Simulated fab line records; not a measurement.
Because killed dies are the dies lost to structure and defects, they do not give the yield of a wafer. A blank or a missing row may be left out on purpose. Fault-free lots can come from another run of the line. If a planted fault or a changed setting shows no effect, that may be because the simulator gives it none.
Matching of chambers || flow nand harc || cmp-03 running NHARC_A_CHANNEL_FILL_D1_CMP_10: 4 sister chambers
The step polishes, target thk 150 nm. 18 wafers are shown with their chamber, then 9 later ones without.

## WAFERS WITH THEIR CHAMBER
{"wafer": "L076.3", "chamber": 1, "motor current A (A)": 13.1, "time to endpoint s (s)": 13.2}
{"wafer": "L076.4", "chamber": 2, "motor current A (A)": 11.4, "time to endpoint s (s)": 12.8}
{"wafer": "L076.5", "chamber": 0, "motor current A (A)": 11.6, "time to endpoint s (s)": 16.8}
{"wafer": "L079.1", "chamber": 1, "motor current A (A)": 12.9, "time to endpoint s (s)": 15.8}
{"wafer": "L079.4", "chamber": 2, "motor current A (A)": 12.0, "time to endpoint s (s)": 15.2}
{"wafer": "L079.5", "chamber": 3, "motor current A (A)": 14.3, "time to endpoint s (s)": 19.9}
{"wafer": "L080.1", "chamber": 2, "motor current A (A)": 11.2, "time to endpoint s (s)": 14.7}
{"wafer": "L080.3", "chamber": 0, "motor current A (A)": 12.2, "time to endpoint s (s)": 16.6}
{"wafer": "L080.4", "chamber": 1, "motor current A (A)": 12.8, "time to endpoint s (s)": 10.3}
{"wafer": "L083.1", "chamber": 3, "motor current A (A)": 14.1, "time to endpoint s (s)": 17.3}
{"wafer": "L083.2", "chamber": 0, "motor current A (A)": 11.9, "time to endpoint s (s)": 13.7}
{"wafer": "L083.4", "chamber": 2, "motor current A (A)": 11.7, "time to endpoint s (s)": 15.2}
{"wafer": "L084.4", "chamber": 1, "motor current A (A)": 12.8, "time to endpoint s (s)": 14.0}
{"wafer": "L084.5", "chamber": 2, "motor current A (A)": 10.8, "time to endpoint s (s)": 18.6}
{"wafer": "L084.6", "chamber": 3, "motor current A (A)": 13.2, "time to endpoint s (s)": 16.2}
{"wafer": "L088.1", "chamber": 0, "motor current A (A)": 11.6, "time to endpoint s (s)": 18.3}
{"wafer": "L088.3", "chamber": 2, "motor current A (A)": 11.7, "time to endpoint s (s)": 16.9}
{"wafer": "L088.5", "chamber": 0, "motor current A (A)": 11.6, "time to endpoint s (s)": 20.0}

SIGNATURES, as means of the wafers listed above
{"reading": "motor current A", "chamber 0": 11.780, "chamber 1": 12.900, "chamber 2": 11.467, "chamber 3": 13.867, "scatter within a chamber": 0.373}
{"reading": "time to endpoint s", "chamber 0": 17.080, "chamber 1": 13.325, "chamber 2": 15.567, "chamber 3": 17.800, "scatter within a chamber": 2.14}
Rule: for a wafer and a chamber, the distance is found by dividing, reading by reading, the gap between the wafer's reading and the chamber's mean by the reading's scatter, squaring, summing and taking the root. If the next closest chamber is less than 2 further off than the closest, the wafer can't be placed; otherwise it belongs to the closest. The scatter: take each reading less its chamber's mean, square it, sum over the shown wafers, divide by the number of wafers less the number of chambers, and take the root.

## WAFERS WITH NO CHAMBER GIVEN
{"wafer": "L091.4", "motor current A (A)": 11.5, "time to endpoint s (s)": 15.7}
{"wafer": "L091.5", "motor current A (A)": 11.8, "time to endpoint s (s)": 15.4}
{"wafer": "L091.6", "motor current A (A)": 13.6, "time to endpoint s (s)": 16.1}
{"wafer": "L089.1", "motor current A (A)": 12.6, "time to endpoint s (s)": 15.6}
{"wafer": "L089.2", "motor current A (A)": 11.5, "time to endpoint s (s)": 16.3}
{"wafer": "L089.6", "motor current A (A)": 12.8, "time to endpoint s (s)": 12.7}
{"wafer": "L096.1", "motor current A (A)": 12.1, "time to endpoint s (s)": 16.0}
{"wafer": "L096.2", "motor current A (A)": 11.7, "time to endpoint s (s)": 16.9}
{"wafer": "L096.3", "motor current A (A)": 14.2, "time to endpoint s (s)": 15.1}

## WHICH CHAMBER EACH WENT THROUGH
{"wafer": "L091.4", "from the rows above": "can't be placed: 2 or 0", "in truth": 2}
{"wafer": "L091.5", "from the rows above": "can't be placed: 0 or 2", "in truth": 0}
{"wafer": "L091.6", "from the rows above": "can't be placed: 3 or 1", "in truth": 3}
{"wafer": "L089.1", "from the rows above": "can't be placed: 1 or 0 or 2", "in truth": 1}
{"wafer": "L089.2", "from the rows above": "can't be placed: 2 or 0", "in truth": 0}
{"wafer": "L089.6", "from the rows above": 1, "in truth": 1}
{"wafer": "L096.1", "from the rows above": "can't be placed: 0 or 2 or 1", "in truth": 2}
{"wafer": "L096.2", "from the rows above": "can't be placed: 0 or 2", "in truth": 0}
{"wafer": "L096.3", "from the rows above": 3, "in truth": 3}
2 of 9 placed correctly. Can't be placed from these rows: 7 (the true chamber is among the candidates in 7). Number placed wrongly: 0.
